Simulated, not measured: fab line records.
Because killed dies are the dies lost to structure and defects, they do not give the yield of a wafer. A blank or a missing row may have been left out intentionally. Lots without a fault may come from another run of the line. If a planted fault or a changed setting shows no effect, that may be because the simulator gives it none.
fab line records    flow nand_harc
record: lots: 24  wafers: 72  last_day: 24
route steps=1159 shown A_CONTACT@949 A_M0@1009 A_M1@1037 A_BONDPAD@1072
lots that met no fault: from a run of the same line without faults
start_h: hours from the record's opening day to when the first of the lot's shown wafers began    wait_h: hours since the lot's step before    " repeats the value in the row above    L1.1+2: a row that stands for several wafers    - no value, or no start given    * or withheld: withheld    < > ~ a bound
route shown NAME@n: NAME is a module with steps in the file, n the number in the route of the first one    usual: mean/standard deviation of fault-free wafers    same: alike in all rows    chamber/n: place in a boat    sites: per-site readings    _std_site: how widely they spread, as a standard deviation    _edge_site: mean of outer sites minus mean of inner sites    radius_mm: for every site, how far away it sits from the centre of the wafer    mask NAME#n: copy n    behind: tool/chamber where the wafer was last shaped    hold: what put the lot on hold/how long, in hours/how the hold closed    device: transistor that didn't switch, given as n, p or np    end of line: tests of these same wafers at the route's end    a step without rows: its recipe alone    killed: dies lost to structure and defects at the first sort, not the wafer's yield    map: a wafer's dies, x killed, . not, _ none there
set.NAME: the setting as run; set.NAME@STEP: as run at that earlier step    model.NAME: the simulator's own value behind a step, which no gauge read
one table for each step of the route and one row for each wafer, over a sample of lots
services: a tool's chamber out of use, with start hour (start_h, from the record's first day; less than 0 if before it), hours out, and reason
== steps ==
step: NHARC_A_CONTACT_ETCH_92
recipe: target_depth_a: 400  over_etch_frac: 0.5  time_s: 85.7  ion_energy_ev: 120  ch3f_flow_sccm: 50  o2_flow_sccm: 30  ar_flow_sccm: 200  rf_w: 500  bias_w: 100  chemistry: CH3F/O2
usual: chamber_pressure_mTorr: 24.997/0.022  drypump_motor_current_A: 5.7/0.41  oes_product_au: 0.94/0.035  rf_vpp_V: 243.8/1.4  showerhead_plenum_p_Torr: 2.42/0.084  throttle_valve_pct: 20.663/0.008
lot.wafer  tool         chamber  start_h  wait_h  chamber_pressure_mTorr  drypump_motor_current_A  oes_product_au  rf_hours_counter_h  rf_vpp_V  showerhead_plenum_p_Torr  throttle_valve_pct
L075.1     rie_diel-03  2        385.66   0.4     25.007                  5.3                      0.93            32                  242.3     2.32                      20.666
L075.2     "            0        "        "       24.965                  6.3                      0.93            35                  244.0     2.37                      20.645
L075.6     "            2        "        "       25.007                  5.3                      0.93            -                   243.2     2.32                      20.655
L074.2     rie_diel-03  2        386.74   0.5     25.010                  5.3                      0.93            32                  241.9     2.32                      20.672
L074.1     "            0        "        "       24.975                  6.3                      0.92            36                  244.2     2.37                      20.660
L074.6     "            2        "        "       24.974                  5.3                      0.93            -                   242.7     2.32                      20.644
L077.4     rie_diel-12  1        399.31   0.4     24.957                  6.0                      0.98            5                   245.1     2.53                      20.664
L077.3     "            0        "        "       24.950                  5.8                      1.00            4                   244.2     2.44                      20.670
L077.5     "            2        "        "       24.990                  5.5                      1.01            -                   244.5     2.44                      20.665
L078.2     rie_diel-12  0        401.12   0.4     24.997                  5.8                      1.00            5                   244.3     2.44                      20.665
L078.1     "            1        "        "       24.998                  6.0                      0.97            5                   244.9     2.53                      20.670
L078.5     "            0        "        "       24.978                  5.8                      1.00            -                   244.8     2.44                      20.660
L076.1     rie_diel-03  0        405.31   0.4     25.003                  6.3                      0.92            1                   241.4     2.37                      20.677
L076.5     "            0        "        "       24.944                  6.3                      0.92            -                   242.3     2.37                      20.664
L076.4     "            1        "        "       25.000                  5.7                      0.94            -                   244.3     2.50                      20.657
L080.1     rie_diel-03  0        413.69   0.3     24.992                  6.3                      0.91            2                   242.8     2.37                      20.660
L080.4     "            2        "        "       25.021                  5.3                      0.94            1                   242.5     2.32                      20.666
L080.6     "            3        "        "       25.011                  5.6                      0.93            -                   241.7     2.29                      20.669
L079.3     rie_diel-12  3        416.31   0.3     25.002                  4.7                      0.92            12                  244.4     2.37                      20.671
L079.6     "            1        "        "       24.967                  6.0                      0.90            -                   246.6     2.53                      20.657
L079.5     "            2        "        "       24.957                  5.4                      0.92            -                   244.6     2.44                      20.677
L083.2     rie_diel-12  2        425.97   0.6     24.983                  5.4                      0.93            17                  245.5     2.44                      20.676
L083.6     "            1        "        "       24.970                  6.0                      0.91            -                   243.6     2.53                      20.668
L083.5     "            2        "        "       24.989                  5.5                      0.92            -                   244.5     2.44                      20.640
L082.1     rie_diel-03  2        432.70   0.4     24.987                  5.3                      0.93            4                   242.4     2.32                      20.666
L082.3     "            3        "        "       25.005                  5.6                      0.93            6                   241.2     2.29                      20.656
L082.5     "            0        "        "       24.974                  6.3                      0.91            -                   242.9     2.37                      20.665
L085.1     rie_diel-06  3        440.06   0.3     24.987                  6.1                      1.00            4                   244.0     2.54                      20.642
L085.5     "            3        "        "       25.048                  6.1                      0.99            -                   243.7     2.54                      20.664
L085.6     "            0        "        "       24.976                  5.2                      1.00            -                   243.6     2.39                      20.663
L081.2     rie_diel-03  2        442.44   0.4     24.961                  5.3                      0.92            8                   242.3     2.32                      20.668
L081.1     "            1        "        "       25.016                  5.7                      0.91            9                   245.6     2.50                      20.662
L081.5     "            2        "        "       25.014                  5.3                      0.93            -                   243.5     2.32                      20.682
L084.1     rie_diel-12  2        448.75   0.4     24.991                  5.5                      1.00            20                  244.3     2.44                      20.650
L084.4     "            0        "        "       24.984                  5.8                      1.00            25                  243.8     2.43                      20.664
L084.5     "            1        "        "       24.962                  6.0                      0.98            -                   245.6     2.53                      20.660
L087.3     rie_diel-12  2        454.54   0.3     24.969                  5.4                      1.00            21                  243.6     2.44                      20.662
L087.1     "            3        "        "       25.001                  4.7                      1.00            25                  242.6     2.37                      20.657
L087.5     "            2        "        "       24.985                  5.5                      1.01            -                   244.3     2.44                      20.663
L086.2     rie_diel-12  0        456.74   0.4     25.013                  5.8                      0.92            26                  243.1     2.43                      20.664
L086.4     "            1        "        "       24.981                  6.0                      0.91            27                  244.8     2.53                      20.649
L086.1     "            2        "        "       24.966                  5.4                      0.92            21                  244.5     2.44                      20.659
L089.4     rie_diel-03  2        466.62   0.3     24.954                  5.3                      0.94            14                  241.5     2.32                      20.672
L089.5     "            1        "        "       25.029                  5.7                      0.92            -                   244.6     2.49                      20.655
L089.6     "            2        "        "       24.972                  5.3                      0.94            -                   242.1     2.32                      20.665
L088.2     rie_diel-03  2        475.29   0.7     24.975                  5.3                      0.93            16                  242.6     2.32                      20.653
L088.4     "            3        "        "       24.984                  5.6                      0.93            16                  242.2     2.28                      20.655
L088.6     "            2        "        "       24.976                  5.3                      0.92            -                   243.1     2.32                      20.666
L090.4     rie_diel-06  2        480.84   0.3     24.983                  6.1                      0.93            20                  243.3     2.48                      20.652
L090.2     "            0        "        "       25.007                  5.3                      0.92            18                  243.5     2.39                      20.657
L090.6     "            2        "        "       25.011                  6.2                      0.93            -                   244.1     2.48                      20.666
L091.1     rie_diel-12  2        487.68   0.4     25.021                  5.4                      0.92            34                  245.4     2.43                      20.658
L091.3     "            0        "        "       25.029                  5.8                      0.94            35                  243.7     2.42                      20.648
L091.6     "            2        "        "       24.999                  5.4                      0.94            -                   242.2     2.43                      20.663
L093.3     rie_diel-03  2        490.91   0.3     24.965                  5.3                      0.93            19                  243.0     2.31                      20.668
L093.1     "            3        "        "       24.971                  5.6                      0.94            19                  242.3     2.28                      20.667
L093.2     "            1        "        "       24.984                  5.7                      0.91            19                  243.5     2.49                      20.663
L092.3     rie_diel-03  1        493.94   0.2     24.986                  5.7                      0.93            20                  244.1     2.49                      20.653
L092.1     "            0        "        "       24.999                  6.3                      0.93            20                  242.7     2.36                      20.668
L092.5     "            2        "        "       24.971                  5.3                      0.93            -                   242.3     2.31                      20.659
L095.3     rie_diel-03  1        499.15   0.3     25.013                  5.7                      0.92            20                  245.3     2.49                      20.669
L095.5     "            0        "        "       25.032                  6.3                      0.91            -                   241.6     2.36                      20.660
L095.6     "            1        "        "       24.976                  5.7                      0.92            -                   243.6     2.49                      20.669
L094.3     rie_diel-06  0        501.31   0.3     24.995                  5.2                      0.93            24                  243.1     2.39                      20.651
L094.4     "            2        "        "       25.004                  6.2                      0.94            28                  245.6     2.48                      20.659
L094.6     "            3        "        "       25.003                  6.1                      0.93            -                   245.2     2.53                      20.649
L097.1     rie_diel-06  1        512.28   0.4     24.989                  5.9                      0.99            27                  246.1     2.51                      20.658
L097.2     "            3        "        "       24.985                  6.1                      1.00            29                  245.6     2.53                      20.672
L097.6     "            2        "        "       25.010                  6.1                      1.02            -                   244.6     2.48                      20.677
L096.1     rie_diel-12  1        517.92   0.3     25.014                  6.0                      0.99            47                  245.9     2.52                      20.662
L096.6     "            0        "        "       25.026                  5.8                      1.00            -                   244.9     2.42                      20.663
L096.4     "            1        "        "       25.008                  6.0                      0.98            -                   246.7     2.52                      20.668
step: NHARC_A_CONTACT_INSPECT_23
usual: raw_defect_count: 434/150
lot.wafer  tool               chamber  start_h  wait_h  raw_defect_count
L075.1     defect_inspect-01  -        396.14   0.1     237
L075.2     "                  -        "        "       421
L075.6     "                  -        "        "       463
L074.1     defect_inspect-01  -        397.56   0.1     379
L074.2     "                  -        "        "       492
L074.6     "                  -        "        "       334
L077.3     defect_inspect-01  -        406.42   0.1     378
L077.4     "                  -        "        "       257
L077.5     "                  -        "        "       371
L078.1     defect_inspect-01  -        406.55   0.1     355
L078.2     "                  -        "        "       351
L078.5     "                  -        "        "       301
L076.1     defect_inspect-01  -        410.51   0.1     358
L076.4     "                  -        "        "       259
L076.5     "                  -        "        "       381
L080.1     defect_inspect-02  -        422.61   0.1     291
L080.4     "                  -        "        "       369
L080.6     "                  -        "        "       294
L079.3     defect_inspect-01  -        422.66   0.1     362
L079.5     "                  -        "        "       602
L079.6     "                  -        "        "       389
L083.2     defect_inspect-01  -        428.84   0.1     452
L083.5     "                  -        "        "       380
L083.6     "                  -        "        "       408
L082.1     defect_inspect-02  -        440.39   0.1     387
L082.3     "                  -        "        "       361
L082.5     "                  -        "        "       465
L085.1     defect_inspect-02  -        445.43   0.1     253
L085.5     "                  -        "        "       357
L085.6     "                  -        "        "       314
L081.1     defect_inspect-01  -        452.26   0.1     309
L081.2     "                  -        "        "       380
L081.5     "                  -        "        "       417
L084.1     defect_inspect-01  -        457.87   0.1     856
L084.4     "                  -        "        "       654
L084.5     "                  -        "        "       402
L087.1     defect_inspect-01  -        458.62   0.1     317
L087.3     "                  -        "        "       299
L087.5     "                  -        "        "       313
L086.1     defect_inspect-02  -        459.38   0.1     540
L086.2     "                  -        "        "       571
L086.4     "                  -        "        "       459
L089.4     defect_inspect-02  -        471.09   0.1     1173
L089.5     "                  -        "        "       548
L089.6     "                  -        "        "       713
L088.2     defect_inspect-02  -        478.91   0.1     254
L088.4     "                  -        "        "       377
L088.6     "                  -        "        "       289
L090.2     defect_inspect-01  -        483.66   0.1     427
L090.4     "                  -        "        "       381
L090.6     "                  -        "        "       396
L091.1     defect_inspect-01  -        490.38   0.1     641
L091.3     "                  -        "        "       433
L091.6     "                  -        "        "       414
L093.1     defect_inspect-02  -        497.29   0.1     389
L093.2     "                  -        "        "       267
L093.3     "                  -        "        "       400
L092.1     defect_inspect-02  -        498.48   0.1     580
L092.3     "                  -        "        "       668
L092.5     "                  -        "        "       493
L095.3     defect_inspect-02  -        502.32   0.1     338
L095.5     "                  -        "        "       341
L095.6     "                  -        "        "       381
L094.3     defect_inspect-02  -        503.97   0.1     620
L094.4     "                  -        "        "       403
L094.6     "                  -        "        "       476
L097.1     defect_inspect-01  -        515.56   0.1     380
L097.2     "                  -        "        "       643
L097.6     "                  -        "        "       513
L096.1     defect_inspect-02  -        521.17   0.1     445
L096.4     "                  -        "        "       497
L096.6     "                  -        "        "       382
step: NHARC_A_M0_ETCH_15
recipe: target_depth_a: 1500  overetch_a: 150  time_s: 82.5  c4f8_flow_sccm: withheld  ar_flow_sccm: 400  rf_w: 600  bias_w: 300  chemistry: C4F8/Ar
usual: chamber_pressure_mTorr: 25.003/0.026  oes_product_au: 0.948/0.023  rf_vpp_V: 441.0/2.9
lot.wafer  tool         chamber  start_h  wait_h  chamber_pressure_mTorr  oes_product_au  rf_hours_counter_h  rf_vpp_V
L075.1     rie_diel-13  1        -        -       25.031                  0.924           9                   440.4
L075.2     "            2        "        "       24.983                  0.926           9                   443.4
L075.6     "            0        "        "       24.986                  0.919           -                   435.5
L074.1     rie_diel-13  1        -        -       24.995                  0.920           9                   438.5
L074.2     "            3        "        "       24.982                  0.924           10                  438.7
L074.6     "            1        "        "       24.992                  0.915           -                   439.1
L077.3     rie_diel-02  3        -        -       24.972                  0.931           4                   443.1
L077.4     "            0        "        "       24.996                  0.921           5                   443.6
L077.5     "            0        "        "       24.968                  0.919           -                   441.0
L078.1     rie_diel-13  0        -        -       25.019                  0.959           10                  436.5
L078.2     "            2        "        "       25.033                  0.973           10                  443.8
L078.5     "            1        "        "       25.010                  0.956           -                   437.9
L076.1     rie_diel-07  2        -        -       25.010                  0.992           0                   443.7
L076.4     "            3        "        "       25.032                  0.975           0                   436.9
L076.5     "            1        "        "       25.012                  0.969           -                   444.3
L080.1     rie_diel-07  2        -        -       24.980                  0.965           1                   443.9
L080.6     "            3        "        "       25.003                  0.949           -                   437.6
L080.4     "            1        "        "       24.989                  0.959           -                   443.2
L079.3     rie_diel-02  3        -        -       25.008                  0.962           6                   442.9
L079.5     "            0        "        "       24.999                  0.979           -                   442.1
L079.6     "            1        "        "       24.986                  0.984           -                   447.1
L083.2     rie_diel-02  0        -        -       25.000                  0.967           7                   442.7
L083.5     "            2        "        "       25.013                  0.945           -                   438.5
L083.6     "            3        "        "       25.033                  0.942           -                   442.7
L082.1     rie_diel-13  2        -        -       25.014                  0.922           14                  443.5
L082.3     "            3        "        "       25.002                  0.932           16                  438.4
L082.5     "            3        "        "       25.020                  0.916           -                   438.1
L085.1     rie_diel-02  3        -        -       24.992                  0.931           9                   442.5
L085.6     "            2        "        "       25.005                  0.926           -                   441.3
L085.5     "            3        "        "       24.999                  0.941           -                   442.4
L081.2     rie_diel-07  2        -        -       25.019                  0.965           4                   442.8
L081.1     "            0        "        "       25.016                  0.931           3                   442.1
L081.5     "            1        "        "       24.963                  0.964           -                   443.3
L084.1     rie_diel-13  0        -        -       25.019                  0.979           0                   437.8
L084.4     "            2        "        "       25.010                  0.954           0                   442.7
L084.5     "            0        "        "       24.999                  0.980           -                   435.9
L087.1     rie_diel-07  2        -        -       25.023                  0.935           4                   444.1
L087.3     "            0        "        "       25.030                  0.912           3                   442.8
L087.5     "            2        "        "       25.007                  0.937           -                   443.6
L086.1     rie_diel-13  1        -        -       24.993                  0.988           0                   438.6
L086.2     "            2        "        "       24.983                  0.973           0                   442.2
L086.4     "            0        "        "       24.985                  0.961           0                   436.8
L089.4     rie_diel-07  2        -        -       25.047                  0.985           5                   443.3
L089.5     "            0        "        "       24.987                  0.954           -                   440.0
L089.6     "            1        "        "       24.970                  0.994           -                   445.0
L088.2     rie_diel-02  2        -        -       24.974                  0.935           9                   441.6
L088.4     "            3        "        "       25.020                  0.930           10                  443.3
L088.6     "            3        "        "       25.003                  0.932           -                   442.4
L090.4     rie_diel-02  2        -        -       25.009                  0.927           9                   440.5
L090.2     "            3        "        "       24.997                  0.938           11                  443.3
L090.6     "            2        "        "       25.022                  0.934           -                   441.3
L091.3     rie_diel-13  2        -        -       25.003                  0.958           3                   443.3
L091.1     "            0        "        "       24.985                  0.977           3                   436.2
L091.6     "            1        "        "       25.029                  0.955           -                   439.8
L093.1     rie_diel-07  0        -        -       25.019                  0.921           5                   441.9
L093.3     "            1        "        "       24.999                  0.929           6                   444.3
L093.2     "            3        "        "       25.002                  0.911           6                   436.7
L092.3     rie_diel-07  3        -        -       25.027                  0.968           6                   437.6
L092.1     "            0        "        "       24.986                  0.959           5                   441.6
L092.5     "            2        "        "       24.993                  0.975           -                   441.7
L095.3     rie_diel-07  1        -        -       25.003                  0.936           7                   444.5
L095.5     "            2        "        "       24.971                  0.948           -                   441.2
L095.6     "            3        "        "       24.982                  0.911           -                   435.5
L094.3     rie_diel-07  2        -        -       24.979                  0.936           7                   442.6
L094.4     "            3        "        "       24.965                  0.915           7                   434.5
L094.6     "            1        "        "       25.018                  0.926           -                   444.5
L097.1     rie_diel-13  3        -        -       25.001                  0.960           5                   438.9
L097.2     "            2        "        "       24.995                  0.950           5                   442.1
L097.6     "            3        "        "       24.964                  0.966           -                   438.8
L096.1     rie_diel-13  3        -        -       25.011                  0.959           5                   437.1
L096.4     "            0        "        "       24.970                  0.981           5                   437.2
L096.6     "            3        "        "       25.004                  0.958           -                   437.7
step: NHARC_A_M1_OVL_MEAS_10
recipe: pitch_nm: 240
usual: overlay_x_nm: 0.0/0.91  overlay_y_nm: 0.2/0.98
lot.wafer  tool        chamber  start_h  wait_h  overlay_x_nm  overlay_y_nm
L074.1     overlay-01  -        416.92   -       0.3           0.3
L074.2     "           -        "        "       0.1           0.2
L074.6     "           -        "        "       -0.1          0.7
L075.1     overlay-02  -        417.08   -       -1.4          0.6
L075.2     "           -        "        "       -1.6          0.7
L075.6     "           -        "        "       -0.6          0.3
L077.3     overlay-01  -        417.23   -       0.8           0.1
L077.4     "           -        "        "       0.7           0.2
L077.5     "           -        "        "       1.4           0.2
L078.1     overlay-02  -        417.39   -       1.4           -0.8
L078.2     "           -        "        "       1.0           -1.5
L078.5     "           -        "        "       1.8           -1.2
L076.1     overlay-01  -        419.13   -       0.4           0.8
L076.4     "           -        "        "       -0.2          0.4
L076.5     "           -        "        "       0.0           0.0
L080.1     overlay-02  -        431.50   -       1.3           1.6
L080.4     "           -        "        "       0.9           1.3
L080.6     "           -        "        "       0.8           1.2
L079.3     overlay-02  -        432.66   -       -0.9          -0.5
L079.5     "           -        "        "       -0.2          0.2
L079.6     "           -        "        "       0.0           -0.5
L083.2     overlay-02  -        441.60   -       -1.8          -0.6
L083.5     "           -        "        "       -1.1          -0.1
L083.6     "           -        "        "       -1.4          -0.9
L082.1     overlay-02  -        451.76   -       -1.0          -1.3
L082.3     "           -        "        "       -1.0          -0.9
L082.5     "           -        "        "       -1.0          -0.9
L085.1     overlay-01  -        458.26   -       -0.5          0.0
L085.5     "           -        "        "       -1.1          0.2
L085.6     "           -        "        "       -1.0          0.4
L081.1     overlay-02  -        463.32   -       -1.2          0.9
L081.2     "           -        "        "       -2.1          0.4
L081.5     "           -        "        "       -1.4          1.3
L084.1     overlay-02  -        466.71   -       0.4           1.3
L084.4     "           -        "        "       0.5           1.2
L084.5     "           -        "        "       0.6           0.8
L087.1     overlay-02  -        467.27   -       0.1           -1.2
L087.3     "           -        "        "       0.5           -0.9
L087.5     "           -        "        "       1.3           -1.0
L086.1     overlay-01  -        468.27   -       0.2           -0.2
L086.2     "           -        "        "       -0.4          -0.6
L086.4     "           -        "        "       -0.3          0.0
L089.4     overlay-02  -        481.63   -       0.6           1.0
L089.5     "           -        "        "       0.8           1.2
L089.6     "           -        "        "       0.9           1.2
L088.2     overlay-02  -        488.30   -       0.9           0.3
L088.4     "           -        "        "       0.4           1.1
L088.6     "           -        "        "       0.9           0.7
L090.2     overlay-01  -        494.55   -       0.0           -1.6
L090.4     "           -        "        "       0.1           -1.5
L090.6     "           -        "        "       -0.4          -1.6
L091.1     overlay-01  -        502.78   -       0.5           -1.7
L091.3     "           -        "        "       1.0           -1.5
L091.6     "           -        "        "       1.2           -1.1
L093.1     overlay-01  -        506.01   -       -0.5          1.7
L093.2     "           -        "        "       -0.6          2.3
L093.3     "           -        "        "       -0.2          1.7
L092.1     overlay-01  -        508.05   -       -0.5          -0.8
L092.3     "           -        "        "       -0.8          -0.8
L092.5     "           -        "        "       -0.1          -1.1
L095.3     overlay-02  -        511.01   -       0.9           0.8
L095.5     "           -        "        "       0.9           0.7
L095.6     "           -        "        "       0.5           0.5
L094.3     overlay-01  -        515.03   -       -1.3          0.7
L094.4     "           -        "        "       -0.8          1.0
L094.6     "           -        "        "       -1.2          0.7
L097.1     overlay-01  -        525.49   -       -0.5          1.3
L097.2     "           -        "        "       -0.4          1.5
L097.6     "           -        "        "       -0.6          1.9
L096.1     overlay-01  -        534.04   -       0.7           0.6
L096.4     "           -        "        "       0.7           0.2
L096.6     "           -        "        "       0.7           0.3
step: NHARC_A_M1_DEGAS_29
recipe: temp_c: 250  time_s: 60
usual: heater_power_w: 351/38
lot.wafer  tool            chamber  start_h  wait_h  heater_power_w
L074.1     pvd_sputter-03  -        418.20   -       330
L074.2     "               -        "        "       306
L074.6     "               -        "        "       321
L075.2     pvd_sputter-02  -        418.33   -       288
L075.1     "               -        "        "       446
L075.6     "               -        "        "       297
L077.4     pvd_sputter-03  -        418.50   -       304
L077.3     "               -        "        "       335
L077.5     "               -        "        "       342
L078.2     pvd_sputter-03  -        418.60   -       301
L078.1     "               -        "        "       348
L078.5     "               -        "        "       301
L076.4     pvd_sputter-01  -        420.31   -       327
L076.1     "               -        "        "       353
L076.5     "               -        "        "       326
L080.1     pvd_sputter-02  -        432.68   -       435
L080.4     "               -        "        "       296
L080.6     "               -        "        "       426
L079.3     pvd_sputter-03  -        433.83   -       334
L079.5     "               -        "        "       296
L079.6     "               -        "        "       345
L083.2     pvd_sputter-02  -        442.75   -       439
L083.6     "               -        "        "       373
L083.5     "               -        "        "       296
L082.1     pvd_sputter-02  -        452.90   -       441
L082.3     "               -        "        "       289
L082.5     "               -        "        "       445
L085.1     pvd_sputter-02  -        459.40   -       300
L085.5     "               -        "        "       366
L085.6     "               -        "        "       438
L081.1     pvd_sputter-02  -        464.50   -       285
L081.2     "               -        "        "       381
L081.5     "               -        "        "       293
L084.4     pvd_sputter-01  -        467.83   -       360
L084.1     "               -        "        "       337
L084.5     "               -        "        "       331
L087.3     pvd_sputter-01  -        468.40   -       350
L087.1     "               -        "        "       364
L087.5     "               -        "        "       364
L086.2     pvd_sputter-02  -        469.40   -       292
L086.1     "               -        "        "       366
L086.4     "               -        "        "       375
L089.4     pvd_sputter-01  -        482.75   -       343
L089.6     "               -        "        "       368
L089.5     "               -        "        "       356
L088.2     pvd_sputter-01  -        489.57   -       371
L088.4     "               -        "        "       336
L088.6     "               -        "        "       350
L090.2     pvd_sputter-03  -        495.67   -       327
L090.4     "               -        "        "       340
L090.6     "               -        "        "       296
L091.3     pvd_sputter-03  -        503.90   -       325
L091.1     "               -        "        "       303
L091.6     "               -        "        "       330
L093.1     pvd_sputter-02  -        507.15   -       431
L093.3     "               -        "        "       368
L093.2     "               -        "        "       289
L092.3     pvd_sputter-01  -        509.17   -       344
L092.1     "               -        "        "       374
L092.5     "               -        "        "       350
L095.3     pvd_sputter-01  -        512.12   -       379
L095.6     "               -        "        "       379
L095.5     "               -        "        "       349
L094.4     pvd_sputter-03  -        516.16   -       329
L094.3     "               -        "        "       298
L094.6     "               -        "        "       353
L097.2     pvd_sputter-02  -        526.62   -       289
L097.1     "               -        "        "       368
L097.6     "               -        "        "       283
L096.1     pvd_sputter-01  -        535.15   -       325
L096.4     "               -        "        "       365
L096.6     "               -        "        "       320
step: NHARC_A_BONDPAD_CD_MEAS_09
recipe: target_cd_nm: 500  landing_energy_ev: 500
usual: cd_nm: 500.6/2
same: landing_energy_ev: 500
lot.wafer  tool       chamber  start_h  wait_h  cd_nm
L074.1     cd_sem-02  0        422.73   -       502.2
L074.2     "          0        "        "       501.7
L074.6     "          0        "        "       501.1
L075.1     cd_sem-01  0        422.92   -       498.1
L075.2     "          0        "        "       501.6
L075.6     "          0        "        "       498.0
L077.3     cd_sem-02  0        422.96   -       498.0
L077.4     "          0        "        "       500.7
L077.5     "          0        "        "       501.1
L078.1     cd_sem-01  0        422.99   -       502.5
L078.2     "          0        "        "       500.9
L078.5     "          0        "        "       498.5
L076.1     cd_sem-03  0        423.98   -       502.3
L076.4     "          0        "        "       501.5
L076.5     "          0        "        "       501.5
L080.1     cd_sem-01  0        436.29   -       503.4
L080.4     "          0        "        "       504.1
L080.6     "          0        "        "       502.1
L079.3     cd_sem-02  0        437.36   -       502.2
L079.5     "          0        "        "       502.0
L079.6     "          0        "        "       502.7
L083.2     cd_sem-01  0        446.11   -       502.3
L083.5     "          0        "        "       501.4
L083.6     "          0        "        "       501.0
L082.1     cd_sem-03  0        456.37   -       501.5
L082.3     "          0        "        "       502.1
L082.5     "          0        "        "       503.4
L085.1     cd_sem-02  0        462.86   -       501.5
L085.5     "          0        "        "       501.0
L085.6     "          0        "        "       501.9
L081.1     cd_sem-02  0        468.01   -       502.2
L081.2     "          0        "        "       504.4
L081.5     "          0        "        "       503.8
L084.1     cd_sem-03  0        471.18   -       500.8
L084.4     "          0        "        "       498.8
L084.5     "          0        "        "       501.0
L087.1     cd_sem-03  0        471.97   -       501.3
L087.3     "          0        "        "       498.0
L087.5     "          0        "        "       498.1
L086.1     cd_sem-02  0        472.86   -       499.0
L086.2     "          0        "        "       503.1
L086.4     "          0        "        "       499.6
L089.4     cd_sem-02  0        486.16   -       500.5
L089.5     "          0        "        "       499.8
L089.6     "          0        "        "       496.7
L088.2     cd_sem-03  0        492.91   -       503.1
L088.4     "          0        "        "       504.3
L088.6     "          0        "        "       501.9
L090.2     cd_sem-03  0        499.06   -       499.5
L090.4     "          0        "        "       500.7
L090.6     "          0        "        "       500.2
L091.1     cd_sem-01  0        507.29   -       499.4
L091.3     "          0        "        "       497.2
L091.6     "          0        "        "       499.1
L093.1     cd_sem-01  0        510.66   -       498.3
L093.2     "          0        "        "       497.0
L093.3     "          0        "        "       500.0
L092.1     cd_sem-01  0        512.68   -       496.3
L092.3     "          0        "        "       497.4
L092.5     "          0        "        "       500.3
L095.3     cd_sem-01  0        515.83   -       499.7
L095.5     "          0        "        "       502.3
L095.6     "          0        "        "       498.7
L094.3     cd_sem-03  0        519.52   -       502.3
L094.4     "          0        "        "       501.2
L094.6     "          0        "        "       500.7
L097.1     cd_sem-01  0        530.12   -       500.6
L097.2     "          0        "        "       499.1
L097.6     "          0        "        "       501.6
L096.1     cd_sem-02  0        538.75   -       503.4
L096.4     "          0        "        "       501.0
L096.6     "          0        "        "       502.8
== services ==
tool            chamber  start_h  hours  kind
rie_diel-03     1        368.54   -      consumable_replace:focus_ring
rie_diel-03     1        368.54   9.0    scheduled_down
rie_diel-12     2        373.74   7.6    repair
rie_diel-12     -        379.46   9.0    pm
rie_diel-06     2        381.35   7.2    repair
rie_diel-07     2        384.10   8.5    repair
pvd_sputter-02  -        391.95   5.3    repair
rie_diel-03     -        392.33   9.0    pm
rie_diel-07     -        405.20   9.0    pm
rie_diel-06     3        412.97   5.3    repair
rie_diel-06     0        415.46   5.6    repair
rie_diel-06     -        418.30   9.0    pm
rie_diel-07     0        423.32   7.5    repair
rie_diel-12     2        429.66   12.4   repair
rie_diel-13     -        453.00   9.0    pm
pvd_sputter-03  -        458.00   10.0   pm
rie_diel-03     -        458.90   0.2    repair
rie_diel-12     0        470.14   6.4    repair
rie_diel-12     1        473.86   5.9    repair
rie_diel-02     0        494.94   3.1    repair
rie_diel-13     1        499.79   8.0    repair
rie_diel-02     -        504.99   9.0    pm
pvd_sputter-01  -        514.01   10.0   pm
pvd_sputter-02  -        516.20   1.8    repair
== key ==
fault none
